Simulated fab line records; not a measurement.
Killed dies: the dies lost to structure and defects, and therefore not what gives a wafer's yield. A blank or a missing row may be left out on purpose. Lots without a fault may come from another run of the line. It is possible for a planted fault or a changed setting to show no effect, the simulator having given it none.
A lot that was struck, set against a sound lot	flow n5Finfet	15 steps out of a route of 1938
Sound: wafers L721.1, L721.4, L721.6. Struck: wafer L728.4. (L728.5 of the same lot was not struck and is left out.) The cause comes at the end.
Per side, at each step with rows, come the tool, then ch with its chambers, and then its first start. Under that, the readings that differ: sound wafers	struck wafers	difference of the means	sigmas: that difference in standard deviations of wafers without a fault.
alike: readings whose means differ by less than 2 such deviations, and words and numbers that are the same on both sides. not compared: withheld readings, readings that some wafer has no value for, bounds like >300 that may hide the same value, and numbers for which the record gives no deviation and whose values overlap.
Wherever a step has rows on one side only, a row that says differs or no value, or a row with sigmas, the two part there. Non-overlapping numbers with no deviation appear without sigmas and do not part them. A reading missing from all wafers of one side parts the sides only when that side holds two or more wafers.

N5_BEOL_M5_STRIP_91: strips in N2/H2, time 10 s.
  sound: rieDiel-04 ch 1,2,3; struck: rieDiel-04 ch 0
reading	sound	struck	difference	sigmas
oesProductAu (a.u.)	0.90 0.83 0.91	0.74	-0.14	-2
showerheadPlenumPTorr (Torr)	2.69 2.68 2.69	2.50	-0.19	-2
  alike: drypumpMotorCurrentA, rfVppV, throttleValvePct
  not compared: rfHoursCounterH
N5_BEOL_M5_OCD_MEAS_38:
  struck on ocd-01, day 12 06:48; sound on ocd-02, day 10 17:13
  alike: trenchDepthNm
then, 4 steps without rows for these wafers: N5_BEOL_M5_HM_STRIP_39 (strips TiN in peroxide tin strip, target depth 25 nm, time 158 s); N5_BEOL_M5_SRD_40 (time 30 s); N5_BEOL_M5_PRECLEAN_42 (cleans in residue remover, time 60 s); N5_BEOL_M5_SRD_43 (time 30 s).
N5_BEOL_M5_CD_MEAS_35: target cd 28 nm, target cd y 24 nm.
  struck on cdSem-01, day 12 06:57; sound on cdSem-02, day 10 17:22
  alike: cdNm
then, 2 steps without rows for these wafers: N5_BEOL_M5_CURE_80 (cures SiCOH lowk, time 120 s); N5_BEOL_M5_DEGAS_44 (time 60 s).
N5_BEOL_M5_PRE_CLEAN_45: time 30 s.
  struck on pvdSputter-02, day 12 07:51; sound on pvdSputter-02, day 10 20:05
  alike: heaterPowerW
N5_BEOL_M5_ALD_86: deposits TaN, pulse time 2 s, purge time 3 s, co reactant purge time 2 s.
  sound on aldMetal-02 ch 0,1,3, day 10 20:08; struck on aldMetal-02 ch 3, day 12 07:55
  alike: heaterPowerW, precursorVesselCarrierSccm
N5_BEOL_M5_SURFACE_TREAT_87:
  struck on pvdSputter-02, day 12 08:14; sound on pvdSputter-01, day 10 20:23
  not compared: throttleValvePct
N5_BEOL_M5_CVD_47: deposits Co from CCTBA/H2, target thk 3 nm, time 216 s.
  sound on cvdCo-02 ch 0,2, day 10 20:28; struck on cvdCo-02 ch 1, day 12 08:35
reading	sound	struck	difference	sigmas
runLengthS (s)	238.8 238.2 238.8	303.5	+64.9	+99 or more
N5_BEOL_M5_SPUTTER_48: material Cu, target thk 15 nm, time 27.62 s.
  struck on pvdSputter-02, day 12 08:50; sound on pvdSputter-01, day 10 20:52
  alike: chamberPressurePa, throttleValvePct
-- here the record skips 4 days between the struck wafers' starts before and after, leaving off in module BEOL_M5 and picking up in module PASSIVATION (first step shown: number 1936 of the route) --
N5_PASSIVATION_PROBE_49:
  struck on prober-01, day 16 13:52; sound on prober-02, day 14 17:05
reading	sound	struck	difference	sigmas
killed_at_M4_up	11 8 10	23	+13	+3
killedOnRim	9 11 12	19	+8	+2
  alike: defectLimitedYield, killed_at_M0_to_M3, killedAtContacts, killedAtFrontEnd, killedAtOther, killedDies, killedOpen, killedShort, sort_bin_5_function, sort_bin_6_memory, sortNPass, sortYieldPct

WHERE THEY PART
First at N5_BEOL_M5_STRIP_91; last, within this record, at N5_PASSIVATION_PROBE_49.

WHY: what the simulator had put in
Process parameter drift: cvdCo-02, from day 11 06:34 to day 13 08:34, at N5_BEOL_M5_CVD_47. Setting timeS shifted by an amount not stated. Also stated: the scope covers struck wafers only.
